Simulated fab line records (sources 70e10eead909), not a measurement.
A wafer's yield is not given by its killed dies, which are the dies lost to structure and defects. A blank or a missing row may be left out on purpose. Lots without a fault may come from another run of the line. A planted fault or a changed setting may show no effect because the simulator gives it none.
fab line records | flow nand-harc
record: lots: 14 | wafers: 42 | last-day: 34
route steps=1302 shown A_CONTACT@1047 HYBRID_BOND@1242 THIN_TSV@1269 END@1302
lots that met no fault: taken from a fault-free run of the same line
start-h: hours from the record's opening day to when the first of the lot's shown wafers began | wait-h: hours since the lot's step before | " repeats the value in the row above | L1.1+2: several wafers, shown together as one row | - no value present, or no start provided | * or withheld: withheld | < > ~ a bound
route shown NAME@n: a module of which the file shows steps, and the number in the route of the first | usual: mean/standard deviation taken from wafers without a fault | same: alike in all rows | chamber/n: place in a boat | sites: the reading at each site | _std_site: standard deviation across them | _edge_site: inner sites' mean taken away from outer sites' mean | radius-mm: how far each site lies from the wafer's centre | mask NAME#n: copy n | behind: tool/chamber where the wafer was last shaped | hold: cause of the lot's hold/its duration in hours/its outcome | device: which transistor (n, p or np) failed to switch | end of line: the same wafers' tests at the end of the route | step lacking rows: just its recipe | killed: not the wafer's yield, but the dies lost to structure and defects at the first sort | map: per-die view of a wafer (x killed, . not killed, _ where there is no die)
set.NAME: the setting as run; set.NAME@STEP: as run at that earlier step | model.NAME: the simulator's own value behind a step, which no gauge read
steps of the route over a sample of lots; a table a step, a row a wafer
services: when a tool's chamber went out of use (start-h, in hours from the record's first day, below 0 if earlier), for how many hours, and the reason
== steps ==
step: NHARC_A_CONTACT_ETCH_124
recipe: source-w: withheld | pressure-mtorr: 20 | bias-v: withheld | time-s: 140 | target-depth-a: 7000 | ar-flow-sccm: withheld | c4f8-flow-sccm: withheld | o2-flow-sccm: withheld | chemistry: C4F8/O2/Ar
lot.wafer | tool            | chamber | start-h | wait-h | rf-hours-counter-h
L943.3    | har-cap-etch-02 | 1       | 498.27  | -      | -
L943.6    | "               | 0       | "       | "      | -
L943.5    | "               | 1       | "       | "      | -
L944.2    | har-cap-etch-02 | 0       | 513.05  | -      | 93
L944.6    | "               | 1       | "       | "      | -
L944.5    | "               | 0       | "       | "      | -
L946.2    | har-cap-etch-03 | 1       | 524.17  | -      | 45
L946.6    | "               | 0       | "       | "      | -
L946.5    | "               | 1       | "       | "      | -
L948.1    | har-cap-etch-01 | 1       | 539.11  | -      | 4
L948.3    | "               | 0       | "       | "      | -
L948.5    | "               | 0       | "       | "      | -
L949.1    | har-cap-etch-02 | 1       | 571.58  | -      | 102
L949.2    | "               | 0       | "       | "      | 102
L949.3    | "               | 1       | "       | "      | -
L954.2    | har-cap-etch-02 | 0       | 588.91  | -      | 110
L954.3    | "               | 0       | "       | "      | -
L954.4    | "               | 1       | "       | "      | -
L951.2    | har-cap-etch-03 | 0       | 591.17  | -      | 57
L951.4    | "               | 1       | "       | "      | -
L951.6    | "               | 1       | "       | "      | -
L953.1    | har-cap-etch-01 | 1       | 592.09  | -      | 14
L953.2    | "               | 0       | "       | "      | 14
L953.4    | "               | 0       | "       | "      | -
L958.1    | har-cap-etch-02 | 0       | 648.77  | -      | 116
L958.2    | "               | 1       | "       | "      | 116
L958.5    | "               | 1       | "       | "      | -
L957.1    | har-cap-etch-02 | 1       | 658.64  | -      | 118
L957.2    | "               | 0       | "       | "      | 118
L957.3    | "               | 1       | "       | "      | -
L962.2    | har-cap-etch-02 | 1       | 675.84  | -      | 122
L962.3    | "               | 0       | "       | "      | -
L962.5    | "               | 1       | "       | "      | -
L964.1    | har-cap-etch-03 | 0       | 707.44  | -      | 76
L964.4    | "               | 0       | "       | "      | -
L964.5    | "               | 0       | "       | "      | -
L966.3    | har-cap-etch-02 | 1       | 731.02  | -      | -
L966.4    | "               | 0       | "       | "      | -
L966.6    | "               | 0       | "       | "      | -
L965.2    | har-cap-etch-03 | 1       | 766.63  | -      | 86
L965.3    | "               | 0       | "       | "      | -
L965.6    | "               | 1       | "       | "      | -
step: NHARC_HYBRID_BOND_OVL_MEAS_05
usual: overlay-x-nm: -2/33 | overlay-y-nm: 7/32
lot.wafer | tool       | chamber | start-h | wait-h | overlay-x-nm | overlay-y-nm
L943.3    | overlay-02 | -       | 537.39  | 0.4    | 28           | 37
L943.5    | "          | -       | "       | "      | -7           | 49
L943.6    | "          | -       | "       | "      | 60           | -19
L944.2    | overlay-01 | -       | 548.10  | 0.4    | -40          | 8
L944.5    | "          | -       | "       | "      | -44          | 23
L944.6    | "          | -       | "       | "      | -9           | 27
L946.2    | overlay-02 | -       | 563.64  | 0.4    | -30          | -1
L946.5    | "          | -       | "       | "      | 23           | 27
L946.6    | "          | -       | "       | "      | 12           | -39
L948.1    | overlay-01 | -       | 577.50  | 0.4    | 18           | 14
L948.3    | "          | -       | "       | "      | -24          | 2
L948.5    | "          | -       | "       | "      | 8            | -3
L949.1    | overlay-01 | -       | 612.68  | 0.4    | -21          | 3
L949.2    | "          | -       | "       | "      | 55           | -13
L949.3    | "          | -       | "       | "      | 41           | 18
L954.2    | overlay-02 | -       | 629.57  | 0.4    | 12           | -15
L954.3    | "          | -       | "       | "      | 33           | -2
L954.4    | "          | -       | "       | "      | 26           | 49
L951.2    | overlay-02 | -       | 633.97  | 0.4    | -34          | 6
L951.4    | "          | -       | "       | "      | -9           | 47
L951.6    | "          | -       | "       | "      | 11           | -46
L953.1    | overlay-02 | -       | 633.98  | 0.4    | -23          | 1
L953.2    | "          | -       | "       | "      | 41           | -35
L953.4    | "          | -       | "       | "      | -19          | 27
L958.1    | overlay-01 | -       | 690.12  | 0.4    | 46           | -8
L958.2    | "          | -       | "       | "      | 10           | 2
L958.5    | "          | -       | "       | "      | -19          | -27
L957.1    | overlay-02 | -       | 705.80  | 0.4    | -16          | 15
L957.2    | "          | -       | "       | "      | -42          | 16
L957.3    | "          | -       | "       | "      | -54          | 57
L962.2    | overlay-02 | -       | 714.49  | 0.4    | 52           | 12
L962.3    | "          | -       | "       | "      | -43          | -57
L962.5    | "          | -       | "       | "      | -35          | 13
L964.1    | overlay-02 | -       | 754.93  | 0.4    | -33          | -56
L964.4    | "          | -       | "       | "      | -17          | 50
L964.5    | "          | -       | "       | "      | 31           | 56
L966.3    | overlay-02 | -       | 768.85  | 0.4    | 13           | 15
L966.4    | "          | -       | "       | "      | -12          | -2
L966.6    | "          | -       | "       | "      | -18          | -13
L965.2    | overlay-01 | -       | 805.45  | 0.4    | 17           | -3
L965.3    | "          | -       | "       | "      | -16          | -51
L965.6    | "          | -       | "       | "      | -19          | -12
step: NHARC_THIN_TSV_STRIP_62
recipe: power-w: 1500 | temp-c: 250 | time-s: 20 | chemistry: N2/H2
usual: drypump-motor-current-A: 5.8/0.51 | heater-power-w: 331/39
lot.wafer | tool            | chamber | start-h | wait-h | drypump-motor-current-A | heater-power-w | rf-hours-counter-h
L943.3    | plasma-asher-02 | 1       | 542.95  | -      | 6.6                     | 339            | -
L943.6    | "               | 0       | "       | "      | 5.2                     | 361            | -
L943.5    | "               | 1       | "       | "      | 6.6                     | 351            | -
L944.2    | plasma-asher-01 | 0       | 554.63  | -      | 5.7                     | 322            | 6
L944.5    | "               | 0       | "       | "      | 5.7                     | 330            | -
L944.6    | "               | 1       | "       | "      | 5.7                     | 269            | -
L946.2    | plasma-asher-02 | 0       | 569.05  | -      | 5.2                     | 359            | 28
L946.5    | "               | 0       | "       | "      | 5.2                     | 356            | -
L946.6    | "               | 1       | "       | "      | 6.7                     | 343            | -
L948.1    | plasma-asher-01 | 0       | 583.98  | -      | 5.7                     | 319            | 10
L948.3    | "               | 1       | "       | "      | 5.7                     | 276            | -
L948.5    | "               | 0       | "       | "      | 5.7                     | 328            | -
L949.1    | plasma-asher-02 | 0       | 618.12  | -      | 5.2                     | 354            | 1
L949.2    | "               | 1       | "       | "      | 6.6                     | 380            | 1
L949.3    | "               | 0       | "       | "      | 5.2                     | 350            | -
L954.2    | plasma-asher-01 | 1       | 634.93  | -      | 5.7                     | 271            | 22
L954.4    | "               | 0       | "       | "      | 5.7                     | 317            | -
L954.3    | "               | 1       | "       | "      | 5.7                     | 275            | -
L951.2    | plasma-asher-02 | 0       | 639.43  | -      | 5.2                     | 351            | 9
L951.4    | "               | 0       | "       | "      | 5.2                     | 360            | -
L951.6    | "               | 0       | "       | "      | 5.2                     | 355            | -
L953.1    | plasma-asher-01 | 1       | 641.68  | -      | 5.7                     | 267            | 25
L953.2    | "               | 0       | "       | "      | 5.7                     | 322            | 25
L953.4    | "               | 1       | "       | "      | 5.7                     | 275            | -
L958.1    | plasma-asher-01 | 0       | 695.49  | -      | 5.7                     | 325            | 34
L958.2    | "               | 1       | "       | "      | 5.7                     | 269            | 34
L958.5    | "               | 1       | "       | "      | 5.7                     | 272            | -
L957.2    | plasma-asher-02 | 1       | 711.06  | -      | 6.6                     | 370            | 22
L957.1    | "               | 0       | "       | "      | 5.2                     | 362            | 22
L957.3    | "               | 1       | "       | "      | 6.6                     | 378            | -
L962.2    | plasma-asher-02 | 0       | 720.06  | -      | 5.2                     | 363            | 25
L962.3    | "               | 1       | "       | "      | 6.6                     | 388            | -
L962.5    | "               | 1       | "       | "      | 6.7                     | 378            | -
L964.1    | plasma-asher-01 | 0       | 760.18  | -      | 5.7                     | 336            | 11
L964.4    | "               | 1       | "       | "      | 5.7                     | 268            | -
L964.5    | "               | 0       | "       | "      | 5.7                     | 340            | -
L966.4    | plasma-asher-01 | 1       | 774.36  | -      | 5.7                     | 270            | -
L966.3    | "               | 0       | "       | "      | 5.7                     | 350            | -
L966.6    | "               | 1       | "       | "      | 5.7                     | 278            | -
L965.2    | plasma-asher-01 | 0       | 810.80  | -      | 5.7                     | 345            | 23
L965.3    | "               | 0       | "       | "      | 5.7                     | 345            | -
L965.6    | "               | 0       | "       | "      | 5.7                     | 330            | -
step: NHARC_THIN_TSV_ANNEAL_52
recipe: temp-c: 225 | time-s: 90
usual: wafer_temp_C_max: 225.71/0.23
lot.wafer | tool          | chamber | start-h | wait-h | wafer_temp_C_max
L943.3    | rtp-anneal-01 | 0       | 544.34  | 0.4    | 226.06
L943.5    | "             | 0       | "       | "      | 225.92
L943.6    | "             | 0       | "       | "      | 225.74
L944.2    | rtp-anneal-02 | 0       | 556.02  | 0.7    | 225.56
L944.5    | "             | 0       | "       | "      | 225.40
L944.6    | "             | 0       | "       | "      | 225.79
L946.2    | rtp-anneal-02 | 0       | 570.47  | 0.7    | 225.39
L946.5    | "             | 0       | "       | "      | 225.45
L946.6    | "             | 0       | "       | "      | 225.27
L948.1    | rtp-anneal-01 | 0       | 585.33  | 0.6    | 225.87
L948.3    | "             | 0       | "       | "      | 225.89
L948.5    | "             | 0       | "       | "      | 225.69
L949.1    | rtp-anneal-01 | 0       | 619.48  | 0.5    | 225.34
L949.2    | "             | 0       | "       | "      | 225.84
L949.3    | "             | 0       | "       | "      | 225.95
L954.2    | rtp-anneal-02 | 0       | 636.30  | 0.7    | 225.67
L954.3    | "             | 0       | "       | "      | 225.57
L954.4    | "             | 0       | "       | "      | 225.32
L951.2    | rtp-anneal-02 | 0       | 640.81  | 0.6    | 225.31
L951.4    | "             | 0       | "       | "      | 225.40
L951.6    | "             | 0       | "       | "      | 225.93
L953.1    | rtp-anneal-01 | 0       | 643.05  | 0.6    | 225.96
L953.2    | "             | 0       | "       | "      | 225.96
L953.4    | "             | 0       | "       | "      | 225.48
L958.1    | rtp-anneal-01 | 0       | 696.88  | 0.5    | 225.97
L958.2    | "             | 0       | "       | "      | 225.72
L958.5    | "             | 0       | "       | "      | 225.49
L957.1    | rtp-anneal-01 | 0       | 712.42  | 0.6    | 225.89
L957.2    | "             | 0       | "       | "      | 226.03
L957.3    | "             | 0       | "       | "      | 225.84
L962.2    | rtp-anneal-01 | 0       | 721.46  | 0.7    | 225.69
L962.3    | "             | 0       | "       | "      | 225.68
L962.5    | "             | 0       | "       | "      | 225.56
L964.1    | rtp-anneal-02 | 0       | 761.54  | 0.6    | 225.53
L964.4    | "             | 0       | "       | "      | 225.55
L964.5    | "             | 0       | "       | "      | 225.61
L966.3    | rtp-anneal-02 | 0       | 775.78  | 0.4    | 225.96
L966.4    | "             | 0       | "       | "      | 225.43
L966.6    | "             | 0       | "       | "      | 225.53
L965.2    | rtp-anneal-01 | 0       | 812.20  | 0.7    | 225.68
L965.3    | "             | 0       | "       | "      | 226.23
L965.6    | "             | 0       | "       | "      | 225.97
step: NHARC_END_SORT_01
recipe: temp-c: 25
usual: killed-at-array: 58/15 | killed-at-other: 0.8/1.2 | killed-at-periphery: 3.5/2.5 | killed-dies: 62/15 | killed-open: 3.2/1.7 | killed-short: 2.4/1.5
same: gross-dies: 677
lot.wafer | tool      | chamber | start-h | wait-h | killed-at-array | killed-at-other | killed-at-periphery | killed-dies | killed-open | killed-short
L949.1    | prober-02 | 0       | 631.57  | 2.5    | 35              | 0               | 1                   | 36          | 1           | 0
L949.2    | prober-02 | 0       | 632.38  | 2.8    | 52              | 0               | 3                   | 55          | 1           | 0
L949.3    | prober-02 | 0       | 633.18  | 3.1    | 48              | 0               | 0                   | 48          | 4           | 1
L953.1    | prober-01 | 0       | 655.04  | 2.6    | 34              | 1               | 4                   | 39          | 2           | 2
L953.2    | prober-01 | 0       | 655.84  | 2.8    | 32              | 1               | 8                   | 41          | 2           | 2
L953.4    | prober-01 | 0       | 657.44  | 3.4    | 38              | 0               | 7                   | 45          | 2           | 2
L957.1    | prober-01 | 0       | 723.47  | 2.5    | 116             | 4               | 1                   | 121         | 6           | 2
L957.2    | prober-01 | 0       | 724.27  | 2.8    | 75              | 1               | 2                   | 78          | 2           | 2
L957.3    | prober-01 | 0       | 725.08  | 3.1    | 119             | 2               | 3                   | 124         | 3           | 3
L962.2    | prober-02 | 0       | 734.12  | 2.7    | 130             | 0               | 3                   | 133         | 1           | 1
L962.3    | prober-02 | 0       | 734.90  | 3.0    | 100             | 1               | 1                   | 102         | 3           | 1
L962.5    | prober-02 | 0       | 736.46  | 3.6    | 165             | 0               | 4                   | 169         | 3           | 4
killed by level:class
L949.1 A_SLIT:chamber-film-flake=20 A_CHANNEL_HOLE_D2:chamber-film-flake=8 A_CONTACT:chamber-film-flake=3 P_GATE:geometric-particle:open=1 A_ZERO_WELL:chamber-film-flake=1 A_CHANNEL_HOLE_D1:chamber-film-flake=1 A_CHANNEL_FILL_D1:chamber-film-flake=1 A_STAIRCASE:chamber-film-flake=1
L949.2 A_SLIT:chamber-film-flake=30 A_CHANNEL_HOLE_D2:chamber-film-flake=11 A_CHANNEL_HOLE_D1:chamber-film-flake=4 A_CONTACT:chamber-film-flake=3 P_GATE:chamber-film-flake=2 A_WL_FILL:chamber-film-flake=2 P_CONTACT:geometric-particle:open=1 A_CHANNEL_FILL_D1:chamber-film-flake=1
L949.3 A_SLIT:chamber-film-flake=22 A_CHANNEL_HOLE_D2:chamber-film-flake=9 A_CONTACT:chamber-film-flake=5 A_STAIRCASE:chamber-film-flake=3 A_BLC:geometric-particle:open=2 A_ONON_D1:geometric-particle:open=1 A_CHANNEL_HOLE_D1:geometric-particle:short=1 A_WL_FILL:geometric-particle:open=1
L953.1 A_CHANNEL_HOLE_D2:chamber-film-flake=14 A_CHANNEL_HOLE_D1:chamber-film-flake=8 P_GATE:chamber-film-flake=3 A_STAIRCASE:chamber-film-flake=2 A_SLIT:chamber-film-flake=2 A_CHANNEL_FILL_D1:geometric-particle:open=1 A_CHANNEL_FILL_D1:geometric-particle:short=1 A_CHANNEL_HOLE_D2:geometric-particle:short=1
L953.2 A_CHANNEL_HOLE_D2:chamber-film-flake=16 A_CHANNEL_HOLE_D1:chamber-film-flake=5 P_STI:chamber-film-flake=3 P_M0:geometric-particle:open=2 P_GATE:chamber-film-flake=2 A_CHANNEL_FILL_D1:chamber-film-flake=2 A_STAIRCASE:chamber-film-flake=2 A_CONTACT:chamber-film-flake=2
L953.4 A_CHANNEL_HOLE_D2:chamber-film-flake=14 A_CHANNEL_HOLE_D1:chamber-film-flake=8 P_GATE:chamber-film-flake=6 A_SLIT:chamber-film-flake=4 A_CONTACT:chamber-film-flake=3 A_CHANNEL_FILL_D2:chamber-film-flake=2 P_M0:geometric-particle:open=1 A_CHANNEL_HOLE_D1:geometric-particle:short=1
L957.1 A_CONTACT:unspecified=82 A_STAIRCASE:chamber-film-flake=11 A_CHANNEL_HOLE_D1:chamber-film-flake=6 A_SLIT:chamber-film-flake=4 A_BONDPAD:chamber-film-flake=4 A_ONON_D2:geometric-particle:open=3 THIN_TSV:chamber-film-flake=3 P_M0:geometric-particle:open=1
L957.2 A_CONTACT:unspecified=46 A_CHANNEL_HOLE_D1:chamber-film-flake=10 A_STAIRCASE:chamber-film-flake=6 A_SLIT:chamber-film-flake=4 A_BONDPAD:chamber-film-flake=4 A_DECK1_JOINT:geometric-particle:open=1 A_CHANNEL_FILL_D2:geometric-particle:short=1 A_M0:geometric-particle:open=1
L957.3 A_CONTACT:unspecified=85 A_STAIRCASE:chamber-film-flake=11 A_BONDPAD:chamber-film-flake=6 A_CHANNEL_HOLE_D1:chamber-film-flake=5 A_CONTACT:chamber-film-flake=3 A_CHANNEL_FILL_D2:geometric-particle:short=2 P_GATE:chamber-film-flake=2 A_CHANNEL_HOLE_D2:chamber-film-flake=2
L962.2 A_CONTACT:unspecified=76 A_SLIT:chamber-film-flake=23 A_CHANNEL_HOLE_D2:chamber-film-flake=15 A_CHANNEL_HOLE_D1:chamber-film-flake=4 A_CONTACT:chamber-film-flake=4 A_CHANNEL_FILL_D2:chamber-film-flake=3 A_STAIRCASE:chamber-film-flake=3 P_GATE:chamber-film-flake=2
L962.3 A_CONTACT:unspecified=42 A_SLIT:chamber-film-flake=25 A_CHANNEL_HOLE_D2:chamber-film-flake=15 A_CHANNEL_HOLE_D1:chamber-film-flake=5 A_CHANNEL_FILL_D2:chamber-film-flake=3 A_STAIRCASE:chamber-film-flake=3 A_ZERO_WELL:chamber-film-flake=2 A_CONTACT:chamber-film-flake=2
L962.5 A_CONTACT:unspecified=82 A_SLIT:chamber-film-flake=32 A_CHANNEL_HOLE_D2:chamber-film-flake=25 A_CHANNEL_HOLE_D1:chamber-film-flake=8 A_STAIRCASE:chamber-film-flake=6 A_CONTACT:chamber-film-flake=4 A_WL_FILL:geometric-particle:open=2 P_GATE:chamber-film-flake=2
== services ==
tool            | chamber | start-h | hours | kind
har-cap-etch-01 | -       | 497.00  | 17.0  | pm
har-cap-etch-03 | -       | 497.54  | 0.5   | repair
plasma-asher-01 | -       | 519.00  | 9.0   | pm
plasma-asher-01 | 0       | 519.00  | 9.0   | vent-cycle
plasma-asher-01 | 1       | 519.00  | 9.0   | vent-cycle
plasma-asher-01 | 0       | 528.00  | -     | clean
plasma-asher-01 | 1       | 528.00  | -     | clean
plasma-asher-02 | -       | 603.00  | 9.0   | pm
har-cap-etch-01 | -       | 610.08  | 0.4   | repair
har-cap-etch-01 | -       | 630.10  | 2.5   | repair
har-cap-etch-03 | -       | 654.22  | 0.4   | repair
plasma-asher-01 | -       | 666.84  | 3.5   | repair
plasma-asher-02 | -       | 670.12  | 11.2  | repair
plasma-asher-01 | -       | 696.00  | 9.0   | pm
plasma-asher-01 | 0       | 696.00  | 9.0   | vent-cycle
plasma-asher-01 | 1       | 696.00  | 9.0   | vent-cycle
plasma-asher-01 | 0       | 705.00  | -     | clean
plasma-asher-01 | 1       | 705.00  | -     | clean
rtp-anneal-02   | -       | 744.05  | 12.0  | pm
har-cap-etch-02 | -       | 754.00  | 17.0  | pm
har-cap-etch-02 | 0       | 754.00  | 17.0  | vent-cycle
har-cap-etch-02 | 1       | 754.00  | 17.0  | vent-cycle
har-cap-etch-02 | 0       | 771.00  | -     | clean
plasma-asher-02 | -       | 780.00  | 9.0   | pm
== key ==
first-sign: step: NHARC_END_SORT_01 | reading: killed-dies | direction: up | sigmas: 4 | usual: 62 | struck: 121
effect: step: NHARC_END_SORT_01 | reading: killed-at-array | direction: up | sigmas: 3.9 | usual: 58 | struck: 118
more-kills-born-at: NHARC_A_CONTACT_ETCH_124@har-cap-etch-02: 405
met-at NHARC_A_CONTACT_ETCH_124
struck-lots L957,L962
tester-left-out L957,L962
not-acting-at NHARC_HYBRID_BOND_OVL_MEAS_05,NHARC_THIN_TSV_STRIP_62,NHARC_THIN_TSV_ANNEAL_52
onset-between 648.77 658.64
fault: kind: chamber-particle-source | tool: har-cap-etch-02 | chamber: - | onset-h: 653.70 | steps: NHARC_A_CONTACT_ETCH_124 | rate-per-visit-cm2: 0.68384 | end-h: 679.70
tester-left-out: of these lots the tester's yield and bins aren't shown, on N5 and GAA mostly nor the transistor test; their killed dies are dies lost to structure and defects alone, not to doping, threshold or leakage, so they don't give the yield
